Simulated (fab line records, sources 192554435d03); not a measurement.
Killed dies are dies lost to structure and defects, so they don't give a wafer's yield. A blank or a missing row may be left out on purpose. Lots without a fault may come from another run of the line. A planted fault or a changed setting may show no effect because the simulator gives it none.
fab line records | flow n5_finfet
record lots=11 wafers=25 last_day=17
route steps=1938 shown BEOL_M0_SAQP@656 BEOL_M4@1111
lots that met no fault: from a run of the same line without faults
start_h: hours from the record's first day to the start of the lot's first wafer shown | wait_h: hours since the lot's step before | " the same as in the row above | L1.1+2: a row that stands for several wafers | - no value, or no start given | * or withheld: withheld | < > ~ a bound
route shown NAME@n: a module of which the file shows steps, and the number in the route of the first | usual: mean/standard deviation of fault-free wafers | same: alike in all rows | chamber/n: place in a boat | sites: the reading at each site | _std_site: their standard deviation | _edge_site: outer sites' mean less inner sites' | radius_mm: how far each site lies from the wafer's centre | mask NAME#n: copy n | behind: the tool/chamber that last shaped the wafer | hold: why the lot was held/for how many hours/how that ended | device: the transistor (n, p or np) that didn't switch | end of line: the same wafers' tests at the end of the route | a step without rows: its recipe alone | killed: dies lost to structure and defects at the first sort, not the wafer's yield | map: a wafer's dies, x killed, . not, _ none there
set.NAME: the setting as run; set.NAME@STEP: as run at that earlier step | model.NAME: the simulator's own value behind a step, which no gauge read
steps of the route over a sample of lots; a table a step, a row a wafer
services: from which hour (start_h, from the record's first day; less than 0 if before it) a tool's chamber was out of use, for how many hours, and why
## steps
# step N5_BEOL_M0_SAQP_HM_OPEN_112
# recipe chemistry=CHF3/O2 target=SiO2 stop_on=a-Si target_depth_a=120 over_etch_frac=1.25 mask_material=SOC time_s=13.5 pressure_mtorr=30 source_w=650 bias_w=170 Ar_flow_sccm=200 CHF3_flow_sccm=50 O2_flow_sccm=5 ion_energy_ev=200 ends=end_point
# usual CHF3_flow_sccm=50.00/0.15 drypump_motor_current_A=5.4/0.57 oes_f_703_au=0.78/0.079 oes_product_au=0.51/0.051 rf_fwd_power_W=644.4/2.6 rf_vpp_V=515/9.7 showerhead_plenum_p_Torr=2.40/0.1 throttle_valve_pct=18.93/0.25
# same over_etch_frac=1.25
# columns lot.wafer tool chamber start_h wait_h CHF3_flow_sccm drypump_motor_current_A oes_f_703_au oes_product_au rf_fwd_power_W rf_hours_counter_h rf_vpp_V showerhead_plenum_p_Torr throttle_valve_pct
L642.3 rie_diel-06 0 123.94 0.0 49.57 6.2 0.73 0.48 645.0 205 530 2.28 19.18
L642.6 " 3 " " 49.87 4.7 0.86 0.56 642.7 - 515 2.41 18.76
L643.2 rie_diel-06 1 131.60 0.0 49.83 5.4 0.84 0.53 644.9 82 511 2.55 18.76
L643.3 " 3 " " 50.20 4.8 0.86 0.55 638.7 77 515 2.41 18.75
L645.3 rie_diel-06 0 143.93 0.0 50.21 6.2 0.72 0.48 645.7 212 531 2.28 19.22
L645.5 " 2 " " 50.07 4.8 0.68 0.47 644.5 - 512 2.40 19.22
L647.1 rie_diel-02 3 153.94 0.0 49.92 6.0 0.64 0.46 644.6 249 533 2.50 19.06
L647.3 " 1 " " 49.78 5.4 0.69 0.46 645.0 222 500 2.39 19.31
L648.4 rie_diel-03 1 158.66 0.0 50.11 5.0 0.88 0.60 646.6 - 508 2.56 18.54
L648.5 " 0 " " 50.02 5.9 0.71 0.46 646.2 - 510 2.49 18.79
L649.2 rie_diel-06 3 165.87 0.0 50.09 4.7 0.84 0.54 638.5 89 515 2.41 18.77
L649.3 " 1 " " 50.05 5.4 0.84 0.52 643.1 94 512 2.55 18.77
L649.6 " 2 " " 50.09 4.7 0.67 0.47 646.3 - 511 2.40 19.24
L650.2 rie_diel-03 2 174.53 0.0 49.93 5.3 0.84 0.57 639.8 41 523 2.36 18.94
L650.5 " 1 " " 49.92 5.0 0.88 0.59 644.1 - 509 2.56 18.55
L652.5 rie_diel-02 2 184.39 0.0 49.90 5.6 0.85 0.56 644.4 - 506 2.33 18.74
L652.6 " 1 " " 50.17 5.5 0.68 0.46 646.1 - 500 2.38 19.32
L653.1 rie_diel-06 0 193.59 0.0 50.08 6.3 0.71 0.46 647.9 223 529 2.28 19.22
L653.5 " 1 " " 50.11 5.4 0.82 0.52 642.2 - 511 2.54 18.78
L661.4 rie_diel-06 1 239.23 0.0 50.12 5.4 0.81 0.51 643.7 115 510 2.54 18.80
L661.5 " 1 " " 49.98 5.4 0.81 0.51 645.6 - 512 2.54 18.79
L661.6 " 2 " " 50.08 4.7 0.66 0.46 646.3 - 512 2.39 19.26
L662.2 rie_diel-06 1 246.87 0.0 50.07 5.4 0.81 0.51 642.8 116 512 2.54 18.79
L662.4 " 0 " " 50.17 6.3 0.71 0.46 645.3 238 531 2.27 19.25
L662.6 " 1 " " 50.12 5.4 0.81 0.51 645.9 - 511 2.54 18.80
# step N5_BEOL_M0_SAQP_ETCH_106
# recipe chemistry=N2/H2 target=SOC target_depth_a=1500 stop_on=SiNx ion_energy_ev=100 bias_w=61 pressure_mtorr=30 source_w=850 n2_flow_sccm=200 h2_flow_sccm=200
# usual bias_w=60.99/0.18 drypump_motor_current_A=5.5/0.52 oes_product_au=0.77/0.083 rf_fwd_power_W=844/3.2 rf_vpp_V=240.5/1.6 showerhead_plenum_p_Torr=2.52/0.11 throttle_valve_pct=17.9/0.3
# columns lot.wafer tool chamber start_h wait_h bias_w drypump_motor_current_A oes_product_au rf_fwd_power_W rf_hours_counter_h rf_vpp_V showerhead_plenum_p_Torr throttle_valve_pct
L642.3 rie_diel-02 0 127.43 - 60.94 5.7 0.75 840 124 237.8 2.37 18.2
L642.6 " 0 " " 60.83 5.7 0.75 841 - 238.8 2.37 18.2
L643.2 rie_diel-06 2 133.74 - 60.67 4.7 0.69 842 212 239.8 2.52 18.1
L643.3 " 0 " " 60.91 6.2 0.72 845 208 238.1 2.43 18.3
L645.3 rie_diel-06 0 146.07 - 60.91 6.2 0.71 847 212 238.6 2.43 18.3
L645.5 " 1 " " 61.21 5.4 0.81 844 - 243.5 2.65 17.4
L647.1 rie_diel-06 3 156.18 - 61.10 4.8 0.84 838 85 241.1 2.56 17.7
L647.3 " 2 " " 61.05 4.8 0.68 846 221 239.5 2.51 18.2
L648.4 rie_diel-03 2 160.75 - 61.03 5.3 0.85 843 - 239.4 2.48 17.8
L648.5 " 1 " " 60.92 5.1 0.88 846 - 243.4 2.72 17.6
L649.2 rie_diel-06 1 168.28 - 60.79 5.4 0.80 846 95 242.7 2.65 17.4
L649.3 " 2 " " 60.64 4.7 0.68 846 225 239.6 2.51 18.2
L649.6 " 2 " " 60.85 4.8 0.68 854 - 242.0 2.51 18.2
L650.2 rie_diel-06 2 177.21 - 61.27 4.7 0.67 844 227 239.2 2.51 18.2
L650.5 " 2 " " 61.38 4.7 0.68 845 - 240.6 2.51 18.2
L652.5 rie_diel-02 2 186.53 - 60.58 5.6 0.83 845 - 238.6 2.45 17.8
L652.6 " 1 " " 61.03 5.5 0.68 841 - 239.9 2.49 18.2
L653.1 rie_diel-02 1 195.83 - 60.67 5.5 0.68 845 236 240.3 2.49 18.2
L653.5 " 2 " " 61.17 5.6 0.83 850 - 239.6 2.45 17.8
L661.4 rie_diel-02 2 241.30 - 61.18 5.7 0.80 843 94 239.7 2.44 17.8
L661.5 " 0 " " 60.94 5.7 0.72 846 - 237.8 2.35 18.3
L661.6 " 1 " " 61.22 5.4 0.67 843 - 239.5 2.49 18.2
L662.2 rie_diel-02 3 249.00 - 60.86 6.0 0.89 848 21 241.2 2.61 17.5
L662.4 " 0 " " 60.99 5.7 0.72 841 - 237.1 2.35 18.3
L662.6 " 2 " " 61.03 5.7 0.81 842 - 239.7 2.44 17.8
# step N5_BEOL_M0_SAQP_ETCH_107
# recipe chemistry=CH3F/O2 target=SiNx target_depth_a=300 mask_material=SOC pressure_mtorr=30 source_w=395 bias_w=73 Ar_flow_sccm=150 CH3F_flow_sccm=30 O2_flow_sccm=20 ion_energy_ev=120
# usual bias_w=72.99/0.22 drypump_motor_current_A=5.5/0.53 oes_f_703_au=0.78/0.081 oes_product_au=0.78/0.086 rf_fwd_power_W=390.3/1.8 rf_vpp_V=292/5.8 showerhead_plenum_p_Torr=1.99/0.089 throttle_valve_pct=16.45/0.25
# columns lot.wafer tool chamber start_h wait_h bias_w drypump_motor_current_A oes_f_703_au oes_product_au rf_fwd_power_W rf_hours_counter_h rf_vpp_V showerhead_plenum_p_Torr throttle_valve_pct
L642.3 rie_diel-02 0 127.49 0.0 72.84 5.7 0.75 0.76 387.4 124 298 1.86 16.62
L642.6 " 0 " " 72.75 5.7 0.76 0.76 387.9 - 297 1.86 16.62
L643.2 rie_diel-06 2 133.80 0.0 72.94 4.7 0.68 0.70 390.6 212 290 1.99 16.70
L643.3 " 0 " " 72.88 6.2 0.72 0.72 389.6 208 301 1.89 16.79
L645.3 rie_diel-06 0 146.13 0.0 72.98 6.2 0.72 0.72 391.5 212 301 1.89 16.80
L645.5 " 1 " " 73.24 5.4 0.86 0.82 389.3 - 290 2.12 16.27
L647.1 rie_diel-06 3 156.24 0.0 72.79 4.7 0.84 0.84 390.2 85 292 2.00 16.31
L647.3 " 2 " " 73.04 4.7 0.68 0.69 390.7 221 289 1.99 16.72
L648.4 rie_diel-03 2 160.80 0.0 72.97 5.2 0.85 0.87 387.8 - 296 1.95 16.40
L648.5 " 1 " " 73.38 5.0 0.89 0.90 391.2 - 290 2.13 16.04
L649.2 rie_diel-06 1 168.34 0.0 73.28 5.4 0.84 0.79 390.7 95 290 2.12 16.26
L649.3 " 2 " " 72.71 4.7 0.68 0.69 389.8 225 290 1.98 16.71
L649.6 " 2 " " 73.14 4.7 0.68 0.68 391.7 - 291 1.98 16.71
L650.2 rie_diel-06 2 177.27 0.0 72.84 4.7 0.68 0.68 389.7 227 290 1.98 16.73
L650.5 " 2 " " 73.17 4.7 0.68 0.69 391.7 - 289 1.98 16.73
L652.5 rie_diel-02 2 186.58 0.0 72.76 5.6 0.84 0.83 390.9 - 287 1.94 16.30
L652.6 " 1 " " 72.51 5.5 0.68 0.69 391.1 - 285 1.98 16.85
L653.1 rie_diel-02 1 195.89 0.0 72.80 5.4 0.68 0.69 390.9 236 285 1.98 16.89
L653.5 " 2 " " 72.81 5.7 0.83 0.83 392.2 - 286 1.94 16.33
L661.4 rie_diel-02 2 241.36 0.0 88.11 5.6 0.82 0.84 393.7 94 334 1.93 16.35
L661.5 " 0 " " 87.74 5.7 0.73 0.77 386.5 - 345 1.85 16.67
L661.6 " 1 " " 87.54 5.4 0.67 0.71 390.9 - 329 1.97 16.90
L662.2 rie_diel-02 3 249.06 0.0 88.39 6.0 0.86 0.96 391.8 21 351 2.07 16.20
L662.4 " 0 " " 88.19 5.7 0.72 0.76 387.3 - 346 1.85 16.69
L662.6 " 2 " " 88.04 5.7 0.82 0.84 387.7 - 333 1.93 16.35
# step N5_BEOL_M0_SAQP_RECESS_109
# recipe chemistry=HF/NH3 target=SiO2 target_depth_a=30 afs_cycles=1 temp_c=30 sublimation_temp_c=180 sublimation_time_s=60
# usual drypump_motor_current_A=5.7/0.33 sublimation_temp_c=180.03/0.15
# columns lot.wafer tool chamber start_h wait_h drypump_motor_current_A sublimation_temp_c
L642.3 vapor_etch-01 0 127.63 0.1 6.1 179.96
L642.6 " 1 " " 5.3 180.00
L643.2 vapor_etch-01 0 133.90 0.0 6.1 180.02
L643.3 " 0 " " 6.1 180.15
L645.3 vapor_etch-01 0 146.27 0.1 6.1 179.98
L645.5 " 0 " " 6.1 179.99
L647.1 vapor_etch-02 0 156.34 0.0 6.0 180.24
L647.3 " 0 " " 6.0 180.13
L648.4 vapor_etch-01 1 160.92 0.1 5.3 180.05
L648.5 " 1 " " 5.3 180.13
L649.2 vapor_etch-02 1 168.44 0.0 5.5 179.89
L649.3 " 0 " " 6.0 179.92
L649.6 " 1 " " 5.5 180.01
L650.2 vapor_etch-01 1 177.37 0.0 5.3 180.10
L650.5 " 0 " " 6.1 179.96
L652.5 vapor_etch-02 0 186.74 0.1 6.0 180.06
L652.6 " 1 " " 5.5 179.82
L653.1 vapor_etch-01 0 195.99 0.0 6.1 180.14
L653.5 " 0 " " 6.1 180.03
L661.4 vapor_etch-02 1 241.50 0.1 5.5 180.12
L661.5 " 0 " " 6.0 180.15
L661.6 " 1 " " 5.5 180.25
L662.2 vapor_etch-01 1 249.16 0.0 5.3 180.11
L662.4 " 0 " " 6.1 179.83
L662.6 " 1 " " 5.3 179.89
# step N5_BEOL_M4_RC_MEAS_101
# usual DIBL_N=36.0/1.9 DIBL_P=35.6/2.4 IOFF_N=0.16/0.036 IOFF_P=0.21/0.04 ION_N=673/14 ION_P=460/8.9 SS_N=71.5/0.67 SS_P=73.2/0.73 VT_N=249/3.6 VT_P=-250/3.7
# columns lot.wafer tool chamber start_h wait_h DIBL_N[mV/V] DIBL_P[mV/V] IOFF_N[nA/um] IOFF_P[nA/um] ION_N[uA/um] ION_P[uA/um] SS_N[mV/dec] SS_P[mV/dec] VT_N[mV] VT_P[mV]
L643.2 prober-01 0 184.11 0.2 33.6 33.5 0.14 0.19 665 457 70.7 72.8 250 -251
L643.3 " 0 " " 33.5 33.5 0.15 0.19 677 464 71.2 73.3 249 -249
L642.3 prober-02 0 189.14 0.3 34.4 32.6 0.13 0.18 668 460 70.8 73.0 253 -249
L642.6 " 0 " " 36.4 34.7 0.14 0.20 657 455 71.3 73.0 256 -248
L645.3 prober-02 0 193.70 0.3 36.6 37.3 0.16 0.23 659 465 71.3 73.2 249 -249
L645.5 " 0 " " 34.7 34.8 0.13 0.19 662 457 70.4 72.6 254 -251
L647.1 prober-01 0 211.33 0.0 37.1 38.2 0.20 0.28 693 476 72.1 73.3 245 -243
L647.3 " 0 " " 36.2 34.7 0.17 0.22 663 459 71.8 72.7 248 -247
L648.4 prober-01 0 218.89 0.5 37.1 36.2 0.19 0.24 695 478 71.9 72.7 241 -245
L648.5 " 0 " " 35.8 35.0 0.17 0.23 701 485 71.5 73.0 244 -247
L649.2 prober-01 0 221.77 0.2 36.5 35.0 0.15 0.19 648 445 72.1 73.2 252 -253
L649.3 " 0 " " 36.0 36.1 0.15 0.20 683 468 71.6 72.8 249 -253
L649.6 " 0 " " 36.5 35.3 0.16 0.19 658 447 71.5 73.2 249 -251
L650.2 prober-01 0 227.67 0.2 35.5 35.0 0.14 0.18 663 460 71.0 72.9 250 -253
L650.5 " 0 " " 33.9 32.8 0.11 0.15 653 453 70.6 72.7 255 -254
L652.5 prober-01 0 246.74 0.6 33.4 31.9 0.10 0.16 642 451 70.7 71.4 256 -256
L652.6 " 0 " " 35.2 34.6 0.15 0.19 674 461 70.6 73.1 249 -252
L653.1 prober-02 0 257.32 0.0 32.8 33.5 0.12 0.15 679 457 70.1 71.7 250 -257
L653.5 " 0 " " 37.4 37.4 0.19 0.21 688 459 71.7 73.4 244 -252
L661.4 prober-02 0 295.78 0.5 38.9 38.7 0.20 0.23 689 460 71.7 74.6 243 -252
L661.5 " 0 " " 36.5 34.8 0.15 0.17 670 447 71.3 73.3 250 -254
L661.6 " 0 " " 37.4 36.9 0.17 0.20 668 459 72.0 73.7 247 -252
L662.2 prober-02 0 310.84 0.2 34.9 36.5 0.16 0.20 684 467 71.0 72.7 248 -249
L662.4 " 0 " " 34.4 35.7 0.15 0.19 678 459 71.3 72.7 251 -254
L662.6 " 0 " " 34.5 35.4 0.14 0.18 664 456 71.2 72.9 250 -253
## services
# columns tool chamber start_h hours kind
rie_diel-03 0 115.96 8.9 repair
vapor_etch-01 0 149.91 6.6 repair
rie_diel-02 3 159.07 - clean
rie_diel-02 3 159.07 - consumable_replace:focus_ring
rie_diel-02 3 159.07 16.3 scheduled_down
rie_diel-02 3 159.07 16.3 vent_cycle
rie_diel-06 0 163.38 9.6 repair
vapor_etch-01 - 177.72 0.4 repair
rie_diel-02 1 245.26 - clean
rie_diel-02 1 245.26 - consumable_replace:focus_ring
rie_diel-02 1 245.26 17.8 scheduled_down
rie_diel-02 1 245.26 17.8 vent_cycle
vapor_etch-02 - 246.46 2.8 pm
## key
first_sign step=N5_BEOL_M0_SAQP_ETCH_107 reading=bias_w direction=up sigmas=69 usual=* struck=*
effect step=N5_BEOL_M0_SAQP_ETCH_107 reading=rf_vpp_V direction=up sigmas=8.2 usual=292 struck=340
met_at N5_BEOL_M0_SAQP_ETCH_107
struck_lots L661,L662
not_acting_at N5_BEOL_M0_SAQP_HM_OPEN_112,N5_BEOL_M0_SAQP_ETCH_106,N5_BEOL_M0_SAQP_RECESS_109
onset_between 195.89 241.36
fault kind=process_parameter_drift tool=rie_diel-02 chamber=- onset_h=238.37 steps=N5_BEOL_M0_SAQP_ETCH_107 channel=bias_w offset=* shape=step end_h=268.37 acts_in=* stated=*
